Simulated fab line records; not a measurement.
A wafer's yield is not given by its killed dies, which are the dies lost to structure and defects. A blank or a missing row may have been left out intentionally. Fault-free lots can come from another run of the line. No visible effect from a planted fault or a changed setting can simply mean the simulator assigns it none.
A struck lot beside a sound one | flow n5Finfet | 25 out of 1938 route steps
Sound: wafers L981.3, L981.4, L981.6. Struck: wafers L978.2, L978.4, L978.6. At the end, the cause is stated.
Per side, at each step with rows, come the tool, then ch with its chambers, and then its first start. Under that, the readings that differ: sound wafers | struck wafers | difference of the means | sigmas: that difference in standard deviations of wafers without a fault.
alike: a reading whose means differ by less than 2 such deviations, as well as words and numbers matching on both sides. not compared: withheld readings; readings where some wafer has no value; bounds like >300 that might hide an equal value; numbers whose values overlap and for which the record gives no deviation.
A row with sigmas, a row that says differs or no value, or rows on one side alone: a step with any of these is where the two part. Numbers that have no deviation but don't overlap get no sigmas and don't part them. A reading that every wafer of one side lacks parts them only if that side has two wafers or more.

first, 9 steps without rows for these wafers: N5_BEOL_M1_EXPOSE_08 (exposes mask M1); N5_BEOL_M1_PEB_09 (peb time 60 s); N5_BEOL_M1_DEVELOP_10 (develop time 30 s); N5_BEOL_M1_DESCUM_16 (chemistry O2, time 7 s); N5_BEOL_M1_ETCH_74 (etches underlayer in N2/H2, target depth 6.5 nm, time 5.2 s); N5_BEOL_M1_ETCH_63 (etches SiARC in CF4, target depth 15.6 nm, time 26 s); N5_BEOL_M1_ETCH_64 (etches SOC in N2/H2, target depth 75 nm, overetch 15 nm, time 112.5 s); N5_BEOL_M1_STRIP_65 (strips in N2/H2); N5_BEOL_M1_STRIP_75 (strips in N2/H2).
N5_BEOL_M1_STRIP_66: strips in CF4.
  sound on rieDiel-04 ch 0,1, day 10 17:19; struck on rieDiel-05 ch 0,1,3, day 10 02:07
  alike: biasPowerW, drypumpMotorCurrentA, oesProductAu, rfVppV, showerheadPlenumPTorr, throttleValvePct
  not compared: rfHoursCounterH
then, 11 steps without rows for these wafers: N5_BEOL_M1_HM_OPEN_17 (chemistry Cl2/BCl3, target TiN, target depth 20 nm, overetch 6 nm); N5_BEOL_M1_STRIP_19 (strips in O2); N5_BEOL_M1_COAT_67 (time 60 s, resist thk 60 nm); N5_BEOL_M1_COAT_68 (time 60 s, resist thk 12 nm); N5_BEOL_M1_COAT_76 (time 60 s, resist thk 5 nm); N5_BEOL_M1_COAT_22 (resist thk 30 nm); N5_BEOL_M1_EBR_24; N5_BEOL_M1_SOFTBAKE_23 (time 60 s); N5_BEOL_M1_EXPOSE_25 (exposes mask V0, defocus 5 nm, target cd 24 nm); N5_BEOL_M1_PEB_26 (peb time 60 s); N5_BEOL_M1_DEVELOP_27 (develop time 30 s).
N5_BEOL_M1_INSPECT_30: inspects for defects (brightfield).
  sound on defectInspect-02, day 10 18:13; struck on defectInspect-02, day 10 02:58
reading        | sound       | struck         | difference | sigmas
rawDefectCount | 299 332 379 | 1478 1557 1477 | +1167      | +13
then, 1 step without rows for these wafers: N5_BEOL_M1_DESCUM_33 (chemistry O2, time 7 s).
-- record jumps: 2 days separate the struck wafers' starts on either side; left off in module BEOL_M1, taken up again in module BEOL_M4, whose first shown step is the route's number 1111 --
N5_BEOL_M4_RC_MEAS_101:
  sound on prober-02 ch 0, day 12 09:26; struck on prober-01 ch 0, day 12 14:52
  alike: DIBL_N, DIBL_P, IOFF_N, IOFF_P, ION_N, ION_P, SS_N, SS_P, VT_N, VT_P
-- here the record skips 5 days between the struck wafers' starts before and after, leaving off in module BEOL_M4 and picking up in module PASSIVATION (first step shown: number 1936 of the route) --
N5_PASSIVATION_PROBE_49:
  only the struck wafers here have rows in the record (prober-02, day 17 12:37); the sound ones have none

## WHERE THEY PART
Last at N5_PASSIVATION_PROBE_49 as far as this record goes, first at N5_BEOL_M1_INSPECT_30.

WHY: whatever the simulator had introduced
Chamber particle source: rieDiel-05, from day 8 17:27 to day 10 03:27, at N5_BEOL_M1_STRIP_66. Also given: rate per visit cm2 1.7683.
